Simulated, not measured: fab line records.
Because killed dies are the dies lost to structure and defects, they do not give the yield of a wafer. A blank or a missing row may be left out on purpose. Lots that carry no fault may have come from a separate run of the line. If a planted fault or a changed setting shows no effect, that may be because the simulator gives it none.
Which tool did it? -- flow n5-finfet -- 24 lots, 72 wafers sampled, at 6 steps of a route of 1938

WHAT THE GAUGES READ, wafer by wafer
N5_BEOL_M2_CD_MEAS_35: target cd 18 nm, target cd y 22.2 nm. Usual: 18.1 nm for cd-nm, sd 0.35.
lot,measured,on,cd-nm (nm),flag
L074,day 8 02:12,cd-sem-03,18.6 18.3 18.5,
L076,day 8 02:07,cd-sem-02,18.1 18.5 18.6,
L078,day 8 02:09,cd-sem-03,18.4 17.4 18.5,
L075,day 8 07:08,cd-sem-01,17.4 17.5 17.6,
L077,day 8 02:36,cd-sem-02,18.1 18.0 18.0,
L079,day 8 14:15,cd-sem-02,18.4 17.9 18.2,
L080,day 8 14:44,cd-sem-02,18.1 17.8 18.4,
L081,day 9 00:40,cd-sem-02,18.2 17.6 17.7,
L082,day 9 07:41,cd-sem-03,17.3 17.5 17.9,
L083,day 9 08:10,cd-sem-03,18.2 18.0 18.5,
L084,day 11 05:20,cd-sem-02,18.2 18.3 18.2,
L086,day 10 20:35,cd-sem-02,18.5 17.6 18.3,
L085,day 11 08:13,cd-sem-02,17.8 17.4 17.3,
L087,day 11 11:24,cd-sem-01,18.5 18.0 18.5,
L088,day 11 14:59,cd-sem-02,18.4 17.2 18.5,
L089,day 11 15:12,cd-sem-03,17.6 18.1 18.3,
L090,day 11 18:36,cd-sem-02,18.2 17.8 18.3,
L091,day 11 23:40,cd-sem-01,19.0 18.1 18.5,
L092,day 12 06:14,cd-sem-03,18.3 18.4 18.3,
L093,day 12 05:56,cd-sem-01,17.7 17.7 17.6,
L094,day 12 14:30,cd-sem-02,18.1 17.9 18.1,
L095,day 12 19:28,cd-sem-03,18.0 18.2 17.4,
L096,day 12 19:30,cd-sem-03,18.2 18.5 18.5,
L097,day 13 12:10,cd-sem-01,18.4 17.9 17.8,

EACH LOT AND THE TOOL THAT RAN IT (in order: tool; ch and the chambers of the sampled wafers; start)
lot,N5_BEOL_M1_DEP_57,N5_BEOL_M2_HM_DEP_02,N5_BEOL_M2_ETCH_74,N5_BEOL_M2_ETCH_77,N5_BEOL_M2_ETCHBACK_99
L074,"pecvd-02 ch 0,1, day 7 09:49","pvd-sputter-03, day 7 11:41","rie-diel-06 ch 0,2,3, day 7 12:22","rie-diel-06 ch 0,2,3, day 7 13:44","rie-diel-02 ch 0,2,3, day 8 01:34"
L076,"pecvd-04 ch 0,1, day 7 11:34","pvd-sputter-01, day 7 12:17","rie-diel-03 ch 1,2, day 7 12:58","rie-diel-02 ch 0,1, day 7 14:06","rie-diel-03 ch 1,2,3, day 8 01:34"
L078,"pecvd-02 ch 1,2, day 7 12:32","pvd-sputter-02, day 7 12:50","rie-diel-06 ch 1,3, day 7 13:30","rie-diel-03 ch 2,3, day 7 14:33","rie-diel-06 ch 2,3, day 8 01:36"
L075,"pecvd-03 ch 0,1, day 7 12:47","pvd-sputter-03, day 7 15:06","rie-diel-06 ch 0,2,3, day 7 15:47","rie-diel-06 ch 0,2, day 7 16:58","rie-diel-06 ch 1,3, day 8 06:34"
L077,"pecvd-04 ch 0,1, day 7 13:17","pvd-sputter-01, day 7 16:59","rie-diel-03 ch 0,3, day 7 17:46","rie-diel-02 ch 0,1,3, day 7 19:12","rie-diel-03 ch 2,3, day 8 02:03"
L079,"pecvd-02 ch 1,2, day 7 17:43","pvd-sputter-02, day 7 18:03","rie-diel-03 ch 0,1, day 7 18:36","rie-diel-02 ch 1,2,3, day 7 19:40","rie-diel-03 ch 1,2, day 8 13:42"
L080,"pecvd-02 ch 0,2, day 7 21:04","pvd-sputter-01, day 7 21:57","rie-diel-03 ch 1,2, day 7 22:38","rie-diel-03 ch 1,2, day 7 23:30","rie-diel-03 ch 1,3, day 8 14:11"
L081,"pecvd-03 ch 1,2, day 8 17:14","pvd-sputter-03, day 8 18:53","rie-diel-02 ch 0,1,3, day 8 19:28","rie-diel-02 ch 0,1, day 8 20:20","rie-diel-06 ch 1,3, day 9 00:07"
L082,"pecvd-03 ch 0,2, day 8 22:42","pvd-sputter-03, day 9 00:14","rie-diel-02 ch 0,2, day 9 00:56","rie-diel-06 ch 0,3, day 9 01:49","rie-diel-03 ch 0,1, day 9 07:08"
L083,"pecvd-02 ch 1,2, day 9 01:39","pvd-sputter-02, day 9 04:02","rie-diel-03 ch 0,2,3, day 9 04:36","rie-diel-02 ch 2,3, day 9 05:36","rie-diel-02 ch 0,1,2, day 9 07:37"
L084,"pecvd-04 ch 1,2, day 9 17:02","pvd-sputter-02, day 9 19:38","rie-diel-02 ch 2,3, day 9 20:46","rie-diel-02 ch 1,2,3, day 9 21:40","rie-diel-03 ch 0,1,2, day 11 04:47"
L086,"pecvd-04 ch 1,2, day 9 20:26","pvd-sputter-02, day 9 21:28","rie-diel-06 ch 0,1,2, day 9 22:11","rie-diel-02 ch 0,1,2, day 9 23:04","rie-diel-02 ch 1,3, day 10 20:02"
L085,"pecvd-03 ch 0,1, day 10 03:06","pvd-sputter-02, day 10 04:23","rie-diel-03 ch 0,2,3, day 10 05:05","rie-diel-02 ch 0,1, day 10 06:06","rie-diel-06 ch 0,1,3, day 11 07:40"
L087,"pecvd-03 ch 0,1,2, day 10 07:59","pvd-sputter-03, day 10 08:18","rie-diel-03 ch 0,1,3, day 10 08:54","rie-diel-02 ch 0,1, day 10 10:48","rie-diel-02 ch 0,1,3, day 11 10:50"
L088,"pecvd-03 ch 0,1,2, day 11 00:16","pvd-sputter-01, day 11 01:34","rie-diel-03 ch 0,1,2, day 11 02:07","rie-diel-03 ch 2,3, day 11 03:00","rie-diel-02 ch 0,1,3, day 11 14:25"
L089,"pecvd-04 ch 0,2, day 11 08:53","pvd-sputter-02, day 11 09:11","rie-diel-02 ch 0,1,3, day 11 09:47","rie-diel-06 ch 1,2,3, day 11 11:25","rie-diel-06 ch 0,1,2, day 11 14:38"
L090,"pecvd-03 ch 1,2, day 11 09:35","pvd-sputter-02, day 11 11:34","rie-diel-06 ch 0,3, day 11 12:14","rie-diel-02 ch 0,2,3, day 11 13:21","rie-diel-03 ch 0,2, day 11 18:03"
L091,"pecvd-03 ch 0,1, day 11 12:34","pvd-sputter-02, day 11 14:58","rie-diel-03 ch 0,1,2, day 11 15:33","rie-diel-06 ch 1,2,3, day 11 16:35","rie-diel-03 ch 0,1, day 11 23:07"
L092,"pecvd-02 ch 0,1, day 11 15:34","pvd-sputter-03, day 11 18:01","rie-diel-03 ch 1,2, day 11 18:41","rie-diel-06 ch 0,2,3, day 11 19:34","rie-diel-03 ch 0,1,2, day 12 05:41"
L093,"pecvd-02 ch 0,2, day 11 19:44","pvd-sputter-03, day 11 21:25","rie-diel-02 ch 0,1,2, day 11 22:05","rie-diel-06 ch 2,3, day 11 23:06","rie-diel-02 ch 2,3, day 12 05:23"
L094,"pecvd-02 ch 0,2, day 11 22:45","pvd-sputter-02, day 11 23:31","rie-diel-06 ch 0,2,3, day 12 00:04","rie-diel-02 ch 2,3, day 12 01:26","rie-diel-02 ch 0,1,2, day 12 13:56"
L095,"pecvd-04 ch 0,1,2, day 12 10:15","pvd-sputter-01, day 12 11:09","rie-diel-02 ch 0,1,2, day 12 11:43","rie-diel-03 ch 0,1,3, day 12 12:35","rie-diel-03 ch 1,2,3, day 12 18:55"
L096,"pecvd-03 ch 1,2, day 12 11:46","pvd-sputter-03, day 12 13:53","rie-diel-06 ch 0,2, day 12 14:26","rie-diel-03 ch 1,2,3, day 12 15:29","rie-diel-02 ch 2,3, day 12 18:57"
L097,"pecvd-04 ch 1,2, day 12 14:41","pvd-sputter-03, day 12 15:00","rie-diel-06 ch 0,1, day 12 15:41","rie-diel-06 ch 1,2, day 12 16:41","rie-diel-03 ch 0,2,3, day 13 11:37"
- N5_BEOL_M1_DEP_57: deposits SiCN from 3MS/NH3, target thk 8 nm, time 14 s.
- N5_BEOL_M2_HM_DEP_02: deposits TiN, target thk 20 nm.
- N5_BEOL_M2_ETCH_74: etches underlayer in N2/H2, target depth 6.5 nm, time 5.2 s.
- N5_BEOL_M2_ETCH_77: etches underlayer in N2/H2, target depth 6.5 nm, time 5.2 s.
- N5_BEOL_M2_ETCHBACK_99: etches SiO2 in CHF3, target depth 5 nm, time 10.4 s.

AS READ BY THE TOOLS THEMSELVES (means over the sampled wafers that have a number; for cases with no such wafer, the mark the record gives instead)
N5_BEOL_M1_DEP_57. Usual: showerhead-plenum-p-Torr 3.664 Torr, standard deviation 0.015; throttle-valve-pct 9.0 %, standard deviation 0.53.
lot,tool,showerhead-plenum-p-Torr (Torr),throttle-valve-pct (%),flag
L074,pecvd-02,3.675,9.2,
L076,pecvd-04,3.666,9.1,
L078,pecvd-02,3.668,9.2,
L075,pecvd-03,3.667,9.4,
L077,pecvd-04,3.673,8.9,
L079,pecvd-02,3.670,9.1,
L080,pecvd-02,3.666,9.3,
L081,pecvd-03,3.663,8.3,
L082,pecvd-03,3.671,8.7,
L083,pecvd-02,3.662,9.2,
L084,pecvd-04,3.664,8.5,
L086,pecvd-04,3.657,8.5,
L085,pecvd-03,3.653,9.1,
L087,pecvd-03,3.662,8.8,
L088,pecvd-03,3.659,8.9,
L089,pecvd-04,3.664,9.2,
L090,pecvd-03,3.664,8.2,
L091,pecvd-03,3.663,9.2,
L092,pecvd-02,3.682,9.0,
L093,pecvd-02,3.647,9.2,
L094,pecvd-02,3.645,9.3,
L095,pecvd-04,3.670,8.8,
L096,pecvd-03,3.660,8.7,
L097,pecvd-04,3.656,8.6,

N5_BEOL_M2_HM_DEP_02. Usual: 29.7 % for throttle-valve-pct, sd 0.84.
lot,tool,throttle-valve-pct (%),flag
L074,pvd-sputter-03,30.2,
L076,pvd-sputter-01,30.0,
L078,pvd-sputter-02,29.3,
L075,pvd-sputter-03,30.7,
L077,pvd-sputter-01,30.4,
L079,pvd-sputter-02,29.2,
L080,pvd-sputter-01,30.1,
L081,pvd-sputter-03,30.9,
L082,pvd-sputter-03,30.5,
L083,pvd-sputter-02,29.7,
L084,pvd-sputter-02,29.4,
L086,pvd-sputter-02,29.5,
L085,pvd-sputter-02,29.4,
L087,pvd-sputter-03,29.7,
L088,pvd-sputter-01,29.9,
L089,pvd-sputter-02,29.3,
L090,pvd-sputter-02,29.2,
L091,pvd-sputter-02,29.7,
L092,pvd-sputter-03,29.9,
L093,pvd-sputter-03,30.2,
L094,pvd-sputter-02,29.6,
L095,pvd-sputter-01,29.2,
L096,pvd-sputter-03,30.2,
L097,pvd-sputter-03,29.7,

N5_BEOL_M2_ETCH_74. Usual: drypump-motor-current-A 5.8 A, standard deviation 0.52; etch-rf-on-time-s 5.18 s, standard deviation 0.15; oes-product-au 0.63 a.u., standard deviation 0.075; rf-vpp-V 524 V, standard deviation 3; showerhead-plenum-p-Torr 2.55 Torr, standard deviation 0.095; throttle-valve-pct 17.9 %, standard deviation 0.33.
lot,tool,drypump-motor-current-A (A),etch-rf-on-time-s (s),oes-product-au (a.u.),rf-vpp-V (V),showerhead-plenum-p-Torr (Torr),throttle-valve-pct (%),flag
L074,rie-diel-06,6.3,5.29,0.60,528,2.63,18.0,
L076,rie-diel-03,5.9,5.11,0.66,523,2.58,18.2,
L078,rie-diel-06,6.3,5.19,0.61,527,2.62,17.9,
L075,rie-diel-06,6.3,5.24,0.60,527,2.63,18.0,
L077,rie-diel-03,5.3,5.28,0.57,521,2.47,17.8,
L079,rie-diel-03,5.2,5.20,0.61,523,2.55,18.0,
L080,rie-diel-03,5.7,5.16,0.64,523,2.50,18.0,
L081,rie-diel-02,6.0,5.20,0.68,525,2.56,17.7,
L082,rie-diel-02,5.5,5.13,0.66,524,2.56,17.7,
L083,rie-diel-03,5.5,5.21,0.67,522,2.44,17.7,
L084,rie-diel-02,5.6,5.12,0.60,522,2.46,17.8,
L086,rie-diel-06,5.8,5.19,0.59,527,2.62,18.0,
L085,rie-diel-03,5.5,5.24,0.65,521,2.44,17.7,
L087,rie-diel-03,5.7,5.08,0.67,522,2.51,17.9,
L088,rie-diel-03,5.5,5.13,0.68,523,2.52,17.9,
L089,rie-diel-02,6.0,5.24,0.66,523,2.55,17.8,
L090,rie-diel-06,6.5,5.25,0.59,525,2.61,18.0,
L091,rie-diel-03,5.5,5.11,0.67,522,2.51,18.0,
L092,rie-diel-03,5.7,5.16,0.62,523,2.49,18.1,
L093,rie-diel-02,5.6,5.13,0.72,525,2.57,17.7,
L094,rie-diel-06,6.3,5.31,0.58,526,2.62,18.0,
L095,rie-diel-02,5.6,5.13,0.71,525,2.56,17.7,
L096,rie-diel-06,6.0,5.26,0.58,526,2.61,18.1,
L097,rie-diel-06,5.7,5.20,0.59,526,2.62,18.0,

N5_BEOL_M2_ETCH_77. Usual: drypump-motor-current-A 5.9 A, standard deviation 0.49; etch-rf-on-time-s 5.19 s, standard deviation 0.13; oes-product-au 0.64 a.u., standard deviation 0.082; rf-vpp-V 524.2 V, standard deviation 3; showerhead-plenum-p-Torr 2.56 Torr, standard deviation 0.098; throttle-valve-pct 17.9 %, standard deviation 0.35.
lot,tool,drypump-motor-current-A (A),etch-rf-on-time-s (s),oes-product-au (a.u.),rf-vpp-V (V),showerhead-plenum-p-Torr (Torr),throttle-valve-pct (%),flag
L074,rie-diel-06,6.3,5.21,0.61,525.5,2.63,18.0,
L076,rie-diel-02,5.9,5.09,0.77,526.1,2.65,17.5,
L078,rie-diel-03,5.8,5.32,0.61,520.5,2.42,17.8,
L075,rie-diel-06,6.1,5.26,0.60,525.4,2.63,18.1,
L077,rie-diel-02,6.0,5.16,0.70,523.4,2.56,17.7,
L079,rie-diel-02,5.7,5.27,0.60,521.8,2.49,17.9,
L080,rie-diel-03,5.7,5.16,0.64,522.5,2.50,18.0,
L081,rie-diel-02,5.7,5.20,0.67,525.0,2.59,17.9,
L082,rie-diel-06,6.2,5.23,0.61,525.9,2.63,18.0,
L083,rie-diel-02,5.9,5.15,0.61,521.7,2.45,17.8,
L084,rie-diel-02,5.7,5.20,0.60,521.6,2.48,18.0,
L086,rie-diel-02,5.6,5.23,0.65,525.3,2.57,17.8,
L085,rie-diel-02,5.7,5.22,0.66,525.3,2.58,17.9,
L087,rie-diel-02,5.7,5.22,0.66,524.7,2.58,18.0,
L088,rie-diel-03,5.8,5.32,0.58,520.7,2.41,17.9,
L089,rie-diel-06,6.1,5.23,0.58,526.0,2.61,17.9,
L090,rie-diel-02,5.9,5.08,0.73,523.9,2.53,17.5,
L091,rie-diel-06,6.1,5.28,0.58,525.8,2.61,17.9,
L092,rie-diel-06,6.3,5.33,0.59,526.1,2.62,18.0,
L093,rie-diel-06,6.6,5.35,0.57,526.0,2.61,18.0,
L094,rie-diel-02,5.9,5.11,0.67,520.9,2.44,17.6,
L095,rie-diel-03,5.6,5.10,0.75,526.9,2.61,17.8,
L096,rie-diel-03,5.9,5.20,0.70,524.5,2.58,17.9,
L097,rie-diel-06,5.5,5.22,0.57,525.9,2.61,17.9,

N5_BEOL_M2_ETCHBACK_99. Usual: drypump-motor-current-A 5.8 A, standard deviation 0.49; oes_ar_750_au 0.76 a.u., standard deviation 0.09; oes-product-au 0.76 a.u., standard deviation 0.095; rf-vpp-V 240 V, standard deviation 4.7; showerhead-plenum-p-Torr 2.15 Torr, standard deviation 0.095; throttle-valve-pct 17.0 %, standard deviation 0.31.
lot,tool,drypump-motor-current-A (A),oes_ar_750_au (a.u.),oes-product-au (a.u.),rf-vpp-V (V),showerhead-plenum-p-Torr (Torr),throttle-valve-pct (%),flag
L074,rie-diel-02,5.9,0.79,0.80,240,2.16,16.8,
L076,rie-diel-03,5.9,0.74,0.73,239,2.11,17.1,
L078,rie-diel-06,6.6,0.69,0.69,244,2.22,17.1,
L075,rie-diel-06,6.3,0.70,0.70,242,2.23,17.1,
L077,rie-diel-03,5.8,0.71,0.71,235,2.04,16.9,
L079,rie-diel-03,5.8,0.77,0.76,239,2.18,17.3,
L080,rie-diel-03,6.0,0.75,0.75,240,2.18,17.4,
L081,rie-diel-06,6.3,0.70,0.70,241,2.23,17.1,
L082,rie-diel-03,5.6,0.85,0.84,239,2.21,17.3,
L083,rie-diel-02,5.6,0.77,0.78,240,2.18,17.0,
L084,rie-diel-03,5.5,0.80,0.79,238,2.13,17.1,
L086,rie-diel-02,6.1,0.71,0.71,237,2.06,17.0,
L085,rie-diel-06,6.0,0.70,0.70,244,2.21,17.2,
L087,rie-diel-02,6.0,0.76,0.77,240,2.15,16.9,
L088,rie-diel-02,5.9,0.77,0.77,240,2.15,16.9,
L089,rie-diel-06,5.8,0.69,0.69,243,2.20,17.2,
L090,rie-diel-03,5.2,0.83,0.84,237,2.08,16.8,
L091,rie-diel-03,5.2,0.85,0.83,239,2.15,17.0,
L092,rie-diel-03,5.4,0.78,0.78,236,2.13,17.1,
L093,rie-diel-02,6.0,0.78,0.77,238,2.07,16.8,
L094,rie-diel-02,5.6,0.83,0.83,242,2.17,16.9,
L095,rie-diel-03,5.9,0.81,0.80,239,2.18,17.1,
L096,rie-diel-02,6.0,0.77,0.78,238,2.06,16.9,
L097,rie-diel-03,5.5,0.84,0.84,238,2.13,16.8,

THE ANSWER, worked out from the rows above alone
Rule: a lot counts as off when the mean over its wafers that have a number is more than 3 standard deviations away from the usual mean. A lot without any number at a reading at which 4 lots or more have one is off too. The other lots that the step has rows for count as sound. First the gauges in route order, then the tools' own readings, where a lot's mean is used as printed above. The first step at which some lot is off is used, and at that step the reading that is off furthest; a lot without a number counts as furthest.
No lot is off on any of the readings shown, so nothing can be concluded from this.

WHAT HAD BEEN PUT IN BY THE SIMULATOR
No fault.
